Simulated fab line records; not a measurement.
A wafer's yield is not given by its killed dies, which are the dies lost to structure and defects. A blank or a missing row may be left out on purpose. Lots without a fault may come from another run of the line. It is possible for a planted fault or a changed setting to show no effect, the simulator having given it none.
Matching of chambers / flow nand-harc / 4 sister chambers for NHARC_A_STAIRCASE_DESCUM_270 on rie-diel-13
The step chemistry O2, time 3 s. 4 wafers are shown with their chamber, then 9 later ones without.

## WAFERS, EACH WITH ITS CHAMBER
wafer=L086.6; chamber=2; showerhead-plenum-p-Torr (Torr)=1.83
wafer=L089.1; chamber=0; showerhead-plenum-p-Torr (Torr)=1.96
wafer=L089.4; chamber=3; showerhead-plenum-p-Torr (Torr)=1.91
wafer=L089.6; chamber=1; showerhead-plenum-p-Torr (Torr)=1.96

## WAFERS WHOSE CHAMBER IS MISSING
wafer=L091.2; showerhead-plenum-p-Torr (Torr)=1.96
wafer=L091.3; showerhead-plenum-p-Torr (Torr)=1.95
wafer=L091.6; showerhead-plenum-p-Torr (Torr)=1.96
wafer=L094.1; showerhead-plenum-p-Torr (Torr)=1.91
wafer=L094.2; showerhead-plenum-p-Torr (Torr)=1.95
wafer=L094.4; showerhead-plenum-p-Torr (Torr)=1.96
wafer=L097.2; showerhead-plenum-p-Torr (Torr)=1.82
wafer=L097.4; showerhead-plenum-p-Torr (Torr)=1.96
wafer=L097.5; showerhead-plenum-p-Torr (Torr)=1.82

## WHICH CHAMBER EACH ONE RAN IN
wafer=L091.2; from the rows above=can't be placed: 0 or 1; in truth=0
wafer=L091.3; from the rows above=can't be placed: 0 or 1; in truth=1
wafer=L091.6; from the rows above=can't be placed: 0 or 1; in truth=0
wafer=L094.1; from the rows above=3; in truth=3
wafer=L094.2; from the rows above=can't be placed: 0 or 1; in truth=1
wafer=L094.4; from the rows above=can't be placed: 0 or 1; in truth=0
wafer=L097.2; from the rows above=2; in truth=2
wafer=L097.4; from the rows above=can't be placed: 0 or 1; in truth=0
wafer=L097.5; from the rows above=2; in truth=2
3 of 9 placed correctly. Can't be placed from these rows: 6 (the true chamber is among the candidates in 6). Wrongly placed: 0.
How it was worked out, from the rows above alone: a wafer's distance from a chamber is the root of the sum, over the readings, of the square of ((its reading less the chamber's mean) divided by the reading's scatter). If the next closest chamber is less than 2 further off than the closest, the wafer can't be placed; otherwise it belongs to the closest. A chamber's mean is the mean of its shown wafers. The scatter (one wafer shown for each chamber): square how far every hidden wafer sits from the nearest shown wafer, average those squares and take the square root.
